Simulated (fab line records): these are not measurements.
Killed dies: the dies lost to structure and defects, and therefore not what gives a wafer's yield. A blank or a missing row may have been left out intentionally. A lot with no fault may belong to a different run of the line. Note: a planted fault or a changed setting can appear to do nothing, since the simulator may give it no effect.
Which tool was responsible? + flow n5_finfet + 24 lots with 72 wafers sampled at 4 steps, on a route of 1938 steps

WHAT THE GAUGES READ, wafer by wafer
N5_BEOL_M1_OCD_MEAS_38. Usual: 54.7 nm for trench_depth_nm, sd 1.2.
| lot  | measured     | on     | trench_depth_nm (nm) | flag |
|------|--------------|--------|----------------------|------|
| L074 | day 6 09:28  | ocd-02 | 54.7 55.4 55.8       |      |
| L075 | day 6 14:40  | ocd-02 | 52.5 52.7 55.7       |      |
| L076 | day 7 03:15  | ocd-01 | 54.1 54.7 53.2       |      |
| L077 | day 7 16:02  | ocd-01 | 54.3 55.4 52.4       |      |
| L079 | day 7 15:57  | ocd-02 | 57.5 54.7 55.5       |      |
| L080 | day 7 16:26  | ocd-02 | 51.8 54.6 54.8       |      |
| L078 | day 7 19:13  | ocd-01 | 55.2 53.6 54.3       |      |
| L081 | day 8 03:57  | ocd-02 | 55.3 53.7 55.2       |      |
| L082 | day 8 09:32  | ocd-01 | 54.5 54.7 55.3       |      |
| L083 | day 8 13:28  | ocd-01 | 55.2 54.8 56.8       |      |
| L084 | day 8 21:59  | ocd-01 | 56.0 52.9 55.7       |      |
| L085 | day 9 01:07  | ocd-02 | 54.5 51.3 54.9       |      |
| L086 | day 9 17:24  | ocd-02 | 54.9 54.0 53.9       |      |
| L087 | day 10 05:29 | ocd-02 | 54.1 56.4 54.5       |      |
| L088 | day 10 10:40 | ocd-01 | 55.5 53.8 53.4       |      |
| L089 | day 10 10:52 | ocd-02 | 53.7 54.6 54.1       |      |
| L090 | day 10 13:49 | ocd-01 | 55.0 55.4 54.5       |      |
| L092 | day 10 20:52 | ocd-02 | 54.5 54.3 57.1       |      |
| L091 | day 10 22:29 | ocd-02 | 53.7 55.4 56.2       |      |
| L093 | day 11 03:25 | ocd-02 | 56.1 55.8 56.8       |      |
| L094 | day 11 14:01 | ocd-01 | 54.6 55.6 53.6       |      |
| L095 | day 11 16:59 | ocd-01 | 56.3 55.8 55.3       |      |
| L097 | day 11 22:39 | ocd-01 | 54.4 54.1 55.3       |      |
| L096 | day 12 01:53 | ocd-01 | 54.3 56.2 53.4       |      |

WHAT TOOL EACH LOT RAN ON (gives the tool, then ch and the chambers of the sampled wafers, and finally the start)
| lot  | N5_BEOL_M1_ILD_DEP_00           | N5_BEOL_M1_PECVD_72             | N5_BEOL_M1_ETCH_64                 |
|------|---------------------------------|---------------------------------|------------------------------------|
| L074 | pecvd-02 ch 0,2, day 6 01:25    | pecvd-03 ch 0,1,2, day 6 01:31  | rie_diel-01 ch 1,2,3, day 6 03:28  |
| L075 | pecvd-03 ch 0,1,2, day 6 10:24  | pecvd-02 ch 1,2, day 6 10:31    | rie_diel-01 ch 0,3, day 6 11:10    |
| L076 | pecvd-02 ch 0,1,2, day 6 23:00  | pecvd-03 ch 0,1,2, day 6 23:06  | rie_diel-06 ch 0,2,3, day 7 01:38  |
| L077 | pecvd-01 ch 0,2, day 7 11:24    | pecvd-02 ch 1,2, day 7 11:31    | rie_diel-06 ch 0,2,3, day 7 13:25  |
| L079 | pecvd-02 ch 0,1,2, day 7 12:55  | pecvd-03 ch 0,1, day 7 13:01    | rie_diel-01 ch 1,2, day 7 14:17    |
| L080 | pecvd-01 ch 0,2, day 7 13:39    | pecvd-03 ch 0,1, day 7 13:45    | rie_diel-05 ch 1,3, day 7 14:24    |
| L078 | pecvd-03 ch 0,2, day 7 15:02    | pecvd-01 ch 0,1,2, day 7 15:09  | rie_diel-06 ch 0,1,2, day 7 16:42  |
| L081 | pecvd-01 ch 1,2, day 7 21:07    | pecvd-01 ch 1,2, day 7 21:13    | rie_diel-05 ch 0,1,3, day 7 22:56  |
| L082 | pecvd-01 ch 0,2, day 8 00:12    | pecvd-01 ch 0,1, day 8 00:19    | rie_diel-06 ch 0,2,3, day 8 04:53  |
| L083 | pecvd-02 ch 1,2, day 8 08:44    | pecvd-01 ch 0,1, day 8 08:51    | rie_diel-05 ch 2,3, day 8 10:22    |
| L084 | pecvd-01 ch 0,2, day 8 17:13    | pecvd-03 ch 1,2, day 8 17:20    | rie_diel-06 ch 0,2,3, day 8 19:05  |
| L085 | pecvd-01 ch 0,2, day 8 19:13    | pecvd-03 ch 1,2, day 8 19:19    | rie_diel-05 ch 2,3, day 8 22:44    |
| L086 | pecvd-01 ch 0,2, day 9 09:47    | pecvd-03 ch 1,2, day 9 09:53    | rie_diel-01 ch 1,2,3, day 9 13:26  |
| L087 | pecvd-01 ch 0,1, day 9 15:11    | pecvd-01 ch 0,1, day 9 15:17    | rie_diel-06 ch 3, day 9 17:47      |
| L088 | pecvd-03 ch 1,2, day 9 19:45    | pecvd-02 ch 1,2, day 9 19:52    | rie_diel-06 ch 1,3, day 9 22:22    |
| L089 | pecvd-02 ch 1,2, day 9 23:26    | pecvd-03 ch 0,1,2, day 9 23:32  | rie_diel-05 ch 1,2,3, day 10 00:29 |
| L090 | pecvd-02 ch 0,2, day 10 10:56   | pecvd-01 ch 1,2, day 10 11:02   | rie_diel-06 ch 1,2,3, day 10 12:04 |
| L092 | pecvd-02 ch 0,2, day 10 14:37   | pecvd-03 ch 1,2, day 10 14:43   | rie_diel-01 ch 0,2,3, day 10 19:16 |
| L091 | pecvd-02 ch 0,1,2, day 10 14:48 | pecvd-01 ch 1,2, day 10 14:55   | rie_diel-05 ch 1,3, day 10 19:29   |
| L093 | pecvd-02 ch 0,1,2, day 10 23:34 | pecvd-03 ch 2, day 10 23:40     | rie_diel-06 ch 2,3, day 11 01:12   |
| L094 | pecvd-02 ch 1,2, day 11 05:13   | pecvd-03 ch 1, day 11 05:19     | rie_diel-01 ch 0,2, day 11 06:52   |
| L095 | pecvd-02 ch 0,1, day 11 08:51   | pecvd-01 ch 0,1, day 11 08:57   | rie_diel-05 ch 0,1,3, day 11 13:28 |
| L097 | pecvd-01 ch 0,1, day 11 16:21   | pecvd-03 ch 1,2, day 11 16:28   | rie_diel-01 ch 0,2, day 11 17:50   |
| L096 | pecvd-01 ch 0,1,2, day 11 21:31 | pecvd-02 ch 0,1,2, day 11 21:37 | rie_diel-06 ch 0,2, day 11 23:13   |
- N5_BEOL_M1_ILD_DEP_00: deposits SiOC from DEMS/O2, target thk 79 nm, time 15.3 s.
- N5_BEOL_M1_PECVD_72: deposits SiO2 from TEOS/O2, target thk 16 nm, time 18 s.
- N5_BEOL_M1_ETCH_64: etches SOC in N2/H2, target depth 75 nm, overetch 15 nm, time 112.5 s.

WHAT THE TOOLS THEMSELVES READ (means of the sampled wafers that have a number; where no wafer has one, the mark that the record gives instead)
N5_BEOL_M1_ILD_DEP_00. Usual: heater_power_w 505 W, standard deviation 57; showerhead_plenum_p_Torr 5.703 Torr, standard deviation 0.014; throttle_valve_pct 11.5 %, standard deviation 0.47.
| lot  | tool     | heater_power_w (W) | showerhead_plenum_p_Torr (Torr) | throttle_valve_pct (%) | flag |
|------|----------|--------------------|---------------------------------|------------------------|------|
| L074 | pecvd-02 | 499                | 5.698                           | 11.4                   |      |
| L075 | pecvd-03 | 444                | 5.694                           | 12.0                   |      |
| L076 | pecvd-02 | 487                | 5.687                           | 11.4                   |      |
| L077 | pecvd-01 | 508                | 5.719                           | 10.9                   |      |
| L079 | pecvd-02 | 495                | 5.694                           | 11.4                   |      |
| L080 | pecvd-01 | 513                | 5.717                           | 10.8                   |      |
| L078 | pecvd-03 | 472                | 5.694                           | 11.7                   |      |
| L081 | pecvd-01 | 575                | 5.704                           | 11.3                   |      |
| L082 | pecvd-01 | 519                | 5.709                           | 10.8                   |      |
| L083 | pecvd-02 | 530                | 5.701                           | 11.2                   |      |
| L084 | pecvd-01 | 541                | 5.719                           | 11.2                   |      |
| L085 | pecvd-01 | 516                | 5.724                           | 11.2                   |      |
| L086 | pecvd-01 | 493                | 5.719                           | 11.0                   |      |
| L087 | pecvd-01 | 517                | 5.712                           | 11.6                   |      |
| L088 | pecvd-03 | 403                | 5.689                           | 12.5                   |      |
| L089 | pecvd-02 | 479                | 5.693                           | 11.5                   |      |
| L090 | pecvd-02 | 505                | 5.690                           | 11.6                   |      |
| L092 | pecvd-02 | 519                | 5.686                           | 11.5                   |      |
| L091 | pecvd-02 | 497                | 5.695                           | 11.6                   |      |
| L093 | pecvd-02 | 520                | 5.698                           | 11.6                   |      |
| L094 | pecvd-02 | 554                | 5.688                           | 11.4                   |      |
| L095 | pecvd-02 | 471                | 5.693                           | 11.6                   |      |
| L097 | pecvd-01 | 553                | 5.711                           | 11.7                   |      |
| L096 | pecvd-01 | 520                | 5.714                           | 11.5                   |      |

N5_BEOL_M1_PECVD_72. Usual: heater_power_w 703 W, standard deviation 79; showerhead_plenum_p_Torr 8.82 Torr, standard deviation 0.068; throttle_valve_pct 22.1 %, standard deviation 1.2.
| lot  | tool     | heater_power_w (W) | showerhead_plenum_p_Torr (Torr) | throttle_valve_pct (%) | flag |
|------|----------|--------------------|---------------------------------|------------------------|------|
| L074 | pecvd-03 | 654                | 8.80                            | 22.5                   |      |
| L075 | pecvd-02 | 710                | 8.78                            | 21.1                   |      |
| L076 | pecvd-03 | 671                | 8.80                            | 22.6                   |      |
| L077 | pecvd-02 | 793                | 8.79                            | 21.4                   |      |
| L079 | pecvd-03 | 721                | 8.76                            | 22.1                   |      |
| L080 | pecvd-03 | 651                | 8.75                            | 23.0                   |      |
| L078 | pecvd-01 | 812                | 8.87                            | 21.2                   |      |
| L081 | pecvd-01 | 757                | 8.88                            | 20.7                   |      |
| L082 | pecvd-01 | 734                | 8.88                            | 21.6                   |      |
| L083 | pecvd-01 | 757                | 8.86                            | 21.6                   |      |
| L084 | pecvd-03 | 671                | 8.78                            | 23.4                   |      |
| L085 | pecvd-03 | 633                | 8.83                            | 23.0                   |      |
| L086 | pecvd-03 | 651                | 8.84                            | 23.1                   |      |
| L087 | pecvd-01 | 833                | 8.83                            | 22.0                   |      |
| L088 | pecvd-02 | 757                | 8.81                            | 21.3                   |      |
| L089 | pecvd-03 | 643                | 8.80                            | 22.7                   |      |
| L090 | pecvd-01 | 726                | 8.90                            | 20.8                   |      |
| L092 | pecvd-03 | 668                | 8.85                            | 23.1                   |      |
| L091 | pecvd-01 | 747                | 8.89                            | 20.7                   |      |
| L093 | pecvd-03 | 674                | 8.88                            | 22.8                   |      |
| L094 | pecvd-03 | 654                | 8.73                            | 23.8                   |      |
| L095 | pecvd-01 | 811                | 8.84                            | 22.0                   |      |
| L097 | pecvd-03 | 613                | 8.86                            | 23.2                   |      |
| L096 | pecvd-02 | 755                | 8.79                            | 21.5                   |      |

N5_BEOL_M1_ETCH_64. Usual: drypump_motor_current_A 5.9 A, standard deviation 0.39; oes_product_au 0.60 a.u., standard deviation 0.045; rf_vpp_V 524.3 V, standard deviation 2.6; showerhead_plenum_p_Torr 2.56 Torr, standard deviation 0.094; throttle_valve_pct 17.82 %, standard deviation 0.22.
| lot  | tool        | drypump_motor_current_A (A) | oes_product_au (a.u.) | rf_vpp_V (V) | showerhead_plenum_p_Torr (Torr) | throttle_valve_pct (%) | flag |
|------|-------------|-----------------------------|-----------------------|--------------|---------------------------------|------------------------|------|
| L074 | rie_diel-01 | 6.1                         | 0.60                  | 524.6        | 2.58                            | 17.59                  |      |
| L075 | rie_diel-01 | 5.6                         | 0.64                  | 527.3        | 2.68                            | 17.81                  |      |
| L076 | rie_diel-06 | 5.9                         | 0.59                  | 523.0        | 2.49                            | 17.96                  |      |
| L077 | rie_diel-06 | 5.8                         | 0.59                  | 522.8        | 2.49                            | 17.96                  |      |
| L079 | rie_diel-01 | 6.3                         | 0.61                  | 524.7        | 2.58                            | 17.43                  |      |
| L080 | rie_diel-05 | 6.0                         | 0.57                  | 522.2        | 2.49                            | 17.66                  |      |
| L078 | rie_diel-06 | 5.7                         | 0.61                  | 522.7        | 2.50                            | 17.89                  |      |
| L081 | rie_diel-05 | 5.8                         | 0.58                  | 523.2        | 2.50                            | 17.84                  |      |
| L082 | rie_diel-06 | 5.9                         | 0.59                  | 522.2        | 2.49                            | 17.97                  |      |
| L083 | rie_diel-05 | 5.7                         | 0.55                  | 526.0        | 2.62                            | 18.01                  |      |
| L084 | rie_diel-06 | 5.9                         | 0.58                  | 523.1        | 2.49                            | 17.98                  |      |
| L085 | rie_diel-05 | 5.7                         | 0.55                  | 525.7        | 2.61                            | 18.01                  |      |
| L086 | rie_diel-01 | 6.1                         | 0.59                  | 524.2        | 2.57                            | 17.62                  |      |
| L087 | rie_diel-06 | 6.3                         | 0.63                  | 525.0        | 2.58                            | 17.96                  |      |
| L088 | rie_diel-06 | 6.0                         | 0.65                  | 525.1        | 2.59                            | 17.83                  |      |
| L089 | rie_diel-05 | 5.8                         | 0.55                  | 524.1        | 2.55                            | 17.86                  |      |
| L090 | rie_diel-06 | 6.1                         | 0.62                  | 524.6        | 2.56                            | 17.83                  |      |
| L092 | rie_diel-01 | 5.9                         | 0.59                  | 524.7        | 2.58                            | 17.81                  |      |
| L091 | rie_diel-05 | 6.0                         | 0.55                  | 522.0        | 2.48                            | 17.69                  |      |
| L093 | rie_diel-06 | 6.3                         | 0.60                  | 523.9        | 2.55                            | 17.89                  |      |
| L094 | rie_diel-01 | 5.8                         | 0.62                  | 525.1        | 2.60                            | 17.80                  |      |
| L095 | rie_diel-05 | 5.8                         | 0.56                  | 521.8        | 2.49                            | 17.89                  |      |
| L097 | rie_diel-01 | 5.8                         | 0.61                  | 525.4        | 2.60                            | 17.82                  |      |
| L096 | rie_diel-06 | 5.8                         | 0.62                  | 524.9        | 2.56                            | 17.76                  |      |

THE ANSWER, worked out from the rows above alone
Rule: lot off if the mean of its wafers having a number is beyond 3 standard deviations from the usual mean. A lot without any number at a reading at which 4 lots or more have one is off too. The other lots that the step has rows for count as sound. The gauges are gone through in route order, then the tools' own readings, and for those a lot's mean is taken as printed above. At the first step where some lot is off, the reading lying furthest off is the one used; lots without a number count as furthest.
No lot is off at any reading shown: from this, nothing can be told.

WHAT THE SIMULATOR HAD INSERTED
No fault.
